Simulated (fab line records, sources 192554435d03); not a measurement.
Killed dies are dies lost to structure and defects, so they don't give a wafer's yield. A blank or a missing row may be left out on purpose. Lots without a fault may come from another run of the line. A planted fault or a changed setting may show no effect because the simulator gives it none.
Chamber matching | flow n5_finfet | N5_BEOL_M2_ETCH_74 on rie_diel-05: 4 sister chambers
The step etches underlayer in N2/H2, target depth 6.5 nm, time 5.2 s. 22 wafers are shown with their chamber, then 11 later ones without.

WAFERS WITH THEIR CHAMBER
wafer  | chamber | showerhead_plenum_p_Torr (Torr) | drypump_motor_current_A (A) | rf_vpp_V (V)
L076.1 | 1       | 2.35                            | 5.4                         | 519
L076.5 | 3       | 2.62                            | 6.3                         | 524
L076.6 | 0       | 2.65                            | 5.6                         | 526
L077.2 | 1       | 2.35                            | 5.4                         | 521
L077.3 | 2       | 2.72                            | 5.8                         | 527
L077.6 | 1       | 2.35                            | 5.4                         | 517
L080.1 | 2       | 2.72                            | 5.8                         | 529
L080.2 | 0       | 2.64                            | 5.6                         | 526
L080.6 | 0       | 2.64                            | 5.6                         | 527
L081.1 | 2       | 2.72                            | 5.8                         | 532
L081.3 | 1       | 2.34                            | 5.4                         | 519
L081.6 | 2       | 2.72                            | 5.8                         | 530
L084.1 | 1       | 2.34                            | 5.4                         | 518
L084.2 | 3       | 2.61                            | 6.3                         | 526
L084.5 | 1       | 2.34                            | 5.4                         | 515
L086.1 | 0       | 2.64                            | 5.5                         | 526
L086.4 | 2       | 2.71                            | 5.8                         | 529
L086.5 | 1       | 2.34                            | 5.4                         | 519
L088.1 | 1       | 2.34                            | 5.4                         | 517
L088.2 | 3       | 2.61                            | 6.3                         | 525
L088.5 | 1       | 2.34                            | 5.4                         | 518
L094.1 | 3       | 2.61                            | 6.3                         | 524

SIGNATURES (means of the wafers above)
reading                  | chamber 0 | chamber 1 | chamber 2 | chamber 3 | scatter within a chamber
showerhead_plenum_p_Torr | 2.6425    | 2.3433    | 2.7180    | 2.6125    | 0.00489
drypump_motor_current_A  | 5.575     | 5.400     | 5.800     | 6.300     | 0.0204
rf_vpp_V                 | 526.25    | 518.11    | 529.40    | 524.75    | 1.48
Rule: a wafer's distance from a chamber is the root of the sum, over the readings, of the square of ((its reading less the chamber's mean) divided by the reading's scatter). The wafer belongs to the nearest chamber; if the next one is less than 2 further off, it can't be placed. The scatter: the root of (the sum of the squares of (reading less its chamber's mean) over the shown wafers, divided by (wafers less chambers)).

WAFERS WITHOUT THEIR CHAMBER
wafer  | showerhead_plenum_p_Torr (Torr) | drypump_motor_current_A (A) | rf_vpp_V (V)
L094.2 | 2.33                            | 5.4                         | 517
L094.4 | 2.63                            | 5.6                         | 527
L095.2 | 2.70                            | 5.8                         | 528
L095.5 | 2.63                            | 5.5                         | 528
L095.6 | 2.33                            | 5.4                         | 519
L096.1 | 2.33                            | 5.4                         | 519
L096.2 | 2.63                            | 5.6                         | 526
L096.3 | 2.61                            | 6.4                         | 529
L097.2 | 2.63                            | 5.6                         | 525
L097.4 | 2.61                            | 6.3                         | 527
L097.6 | 2.33                            | 5.4                         | 519

WHICH CHAMBER EACH WENT THROUGH
wafer  | from the rows above | in truth
L094.2 | 1                   | 1
L094.4 | 0                   | 0
L095.2 | 2                   | 2
L095.5 | 0                   | 0
L095.6 | 1                   | 1
L096.1 | 1                   | 1
L096.2 | 0                   | 0
L096.3 | 3                   | 3
L097.2 | 0                   | 0
L097.4 | 3                   | 3
L097.6 | 1                   | 1
Placed correctly: 11 of 11. Can't be placed from these rows: 0. Placed wrongly: 0.
